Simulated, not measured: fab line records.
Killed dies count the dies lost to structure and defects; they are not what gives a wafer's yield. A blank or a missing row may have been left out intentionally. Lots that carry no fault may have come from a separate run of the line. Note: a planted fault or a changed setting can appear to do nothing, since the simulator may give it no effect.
Chamber matching / flow nand-harc / pecvd-03 running NHARC_A_STAIRCASE_DEP_325: 3 sister chambers
The step deposits SiO2, target thk 7200 nm. 24 wafers are shown with their chamber, then 12 later ones without.

WAFERS WITH THEIR CHAMBER
wafer=L077.2; chamber=2; heater-power-w (W)=773
wafer=L077.3; chamber=1; heater-power-w (W)=586
wafer=L077.6; chamber=2; heater-power-w (W)=624
wafer=L078.1; chamber=2; heater-power-w (W)=737
wafer=L078.2; chamber=1; heater-power-w (W)=609
wafer=L078.3; chamber=0; heater-power-w (W)=508
wafer=L079.2; chamber=2; heater-power-w (W)=764
wafer=L079.4; chamber=2; heater-power-w (W)=623
wafer=L079.6; chamber=0; heater-power-w (W)=491
wafer=L080.1; chamber=1; heater-power-w (W)=720
wafer=L080.4; chamber=2; heater-power-w (W)=626
wafer=L080.6; chamber=1; heater-power-w (W)=589
wafer=L083.1; chamber=1; heater-power-w (W)=673
wafer=L083.2; chamber=2; heater-power-w (W)=761
wafer=L083.3; chamber=0; heater-power-w (W)=581
wafer=L085.1; chamber=2; heater-power-w (W)=756
wafer=L085.2; chamber=1; heater-power-w (W)=577
wafer=L085.6; chamber=1; heater-power-w (W)=589
wafer=L086.2; chamber=2; heater-power-w (W)=693
wafer=L086.3; chamber=1; heater-power-w (W)=659
wafer=L086.5; chamber=2; heater-power-w (W)=626
wafer=L090.2; chamber=2; heater-power-w (W)=687
wafer=L090.3; chamber=1; heater-power-w (W)=726
wafer=L090.6; chamber=1; heater-power-w (W)=562

SIGNATURES, as means of the wafers listed above
reading=heater-power-w; chamber 0=526.67; chamber 1=629.00; chamber 2=697.27; scatter within a chamber=61
Rule: distance of a wafer from a chamber = root of the sum over the readings of ((wafer's reading minus chamber's mean) / reading's scatter) squared. If the next closest chamber is less than 2 further off than the closest, the wafer can't be placed; otherwise it belongs to the closest. The scatter is the square root of a quotient: the sum, over the shown wafers, of each reading's squared deviation from its chamber's mean, divided by wafers minus chambers.

WAFERS WHOSE CHAMBER IS MISSING
wafer=L092.2; heater-power-w (W)=652
wafer=L092.5; heater-power-w (W)=642
wafer=L092.6; heater-power-w (W)=592
wafer=L095.2; heater-power-w (W)=678
wafer=L095.3; heater-power-w (W)=716
wafer=L095.6; heater-power-w (W)=586
wafer=L096.2; heater-power-w (W)=725
wafer=L096.3; heater-power-w (W)=560
wafer=L096.5; heater-power-w (W)=639
wafer=L097.3; heater-power-w (W)=741
wafer=L097.5; heater-power-w (W)=653
wafer=L097.6; heater-power-w (W)=574

EACH ONE'S CHAMBER
wafer=L092.2; from the rows above=can't be placed: 1 or 2 or 0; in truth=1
wafer=L092.5; from the rows above=can't be placed: 1 or 2 or 0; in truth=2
wafer=L092.6; from the rows above=can't be placed: 1 or 0 or 2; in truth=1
wafer=L095.2; from the rows above=can't be placed: 2 or 1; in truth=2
wafer=L095.3; from the rows above=can't be placed: 2 or 1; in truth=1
wafer=L095.6; from the rows above=can't be placed: 1 or 0 or 2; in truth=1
wafer=L096.2; from the rows above=can't be placed: 2 or 1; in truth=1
wafer=L096.3; from the rows above=can't be placed: 0 or 1 or 2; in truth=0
wafer=L096.5; from the rows above=can't be placed: 1 or 2 or 0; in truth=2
wafer=L097.3; from the rows above=can't be placed: 2 or 1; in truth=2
wafer=L097.5; from the rows above=can't be placed: 1 or 2 or 0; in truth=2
wafer=L097.6; from the rows above=can't be placed: 0 or 1 or 2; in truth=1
Placed correctly: 0 of 12. Unplaceable from these rows: 12, with the true chamber sitting among the candidates in 12. Wrongly placed: 0.
